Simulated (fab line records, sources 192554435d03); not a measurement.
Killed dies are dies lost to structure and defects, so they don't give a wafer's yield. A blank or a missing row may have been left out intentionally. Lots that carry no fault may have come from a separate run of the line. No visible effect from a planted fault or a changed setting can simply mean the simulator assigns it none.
A single fault, viewed from 2 desks	flow n5Finfet	every desk sees just its own numbers, and what lay behind them comes last

== FROM THE METROLOGY DESK ==
Lot by lot, what the gauges showed, no matter which tool ran the lot: averages of those sampled wafers that carry a number. The brackets show how far a lot's mean lies from the usual mean; more than 4 standard deviations puts the lot out of limits, marked OUT. Of its 11 readings 7 are shown: those that lie furthest out on some lot.
Columns: A = DIBL_N at N5_BEOL_M4_RC_MEAS_101, usual 37.1 mV/V; B = DIBL_P at N5_BEOL_M4_RC_MEAS_101, usual 37 mV/V; C = IOFF_P at N5_BEOL_M4_RC_MEAS_101, usual 0.21 nA/um; D = ION_N at N5_BEOL_M4_RC_MEAS_101, usual 674 uA/um; E = ION_P at N5_BEOL_M4_RC_MEAS_101, usual 459 uA/um; F = SS_N at N5_BEOL_M4_RC_MEAS_101, usual 72.1 mV/dec; G = VT_P at N5_BEOL_M4_RC_MEAS_101, usual -251 mV
lot	first seen here	A	B	C	D	E	F	G
L877	day 5 12:07	38.9	39	0.24	684	463	73.0	-253
L878	day 5 21:40	37.8	37	0.23	671	461	73.2	-249
L880	day 6 08:55	37.8	37	0.23	671	464	72.4	-249
L887	day 8 03:26	36.6	37	0.20	671	460	72.1	-253
L894	day 10 05:40	35.8	34	0.21	674	466	71.8	-249
L898	day 10 20:07	33.2	33	0.14	653	441	71.6	-258
L900	day 11 09:38	40.0	40	0.23	684	456	72.8	-250
This desk's verdict: no lot among the 7 shows anything out of limits.

== TOOL OWNER'S DESK, rieDiel-01 ==
The tool's own readings at N5_BEOL_M0_SAQP_ETCH_101 (etches SiNx in CH3F/O2, target depth 29.9 nm, time 42.7 s): means of the sampled wafers that have a number, for each lot that ran on this tool. The brackets show how far a lot's mean lies from the usual mean; more than 4 standard deviations puts the lot out of limits, marked OUT.
Columns: A = drypumpMotorCurrentA at N5_BEOL_M0_SAQP_ETCH_101, usual 5.7 A; B = oesProductAu at N5_BEOL_M0_SAQP_ETCH_101, usual 0.79 a.u.; C = rfVppV at N5_BEOL_M0_SAQP_ETCH_101, usual 301 V; D = showerheadPlenumPTorr at N5_BEOL_M0_SAQP_ETCH_101, usual 2.02 Torr; E = throttleValvePct at N5_BEOL_M0_SAQP_ETCH_101, usual 16.43 %
lot	first seen here	A	B	C	D	E
L878	day 5 21:42	6.0	0.79	305	2.02	16.36
L894	day 10 05:45	6.0	0.86	294	2.00	16.52
L898	day 10 20:09	6.0	0.85	303	2.01	16.43
L900	day 11 09:42	5.8	0.89	303	1.98	16.36
This desk's verdict: no lot among the 4 shows anything out of limits.

== ALL TOGETHER ==
From the metrology desk's view, nothing was out of limits.
The tool owner's desk saw nothing out of limits.

== WHAT THE SIMULATOR HAD PUT IN ==
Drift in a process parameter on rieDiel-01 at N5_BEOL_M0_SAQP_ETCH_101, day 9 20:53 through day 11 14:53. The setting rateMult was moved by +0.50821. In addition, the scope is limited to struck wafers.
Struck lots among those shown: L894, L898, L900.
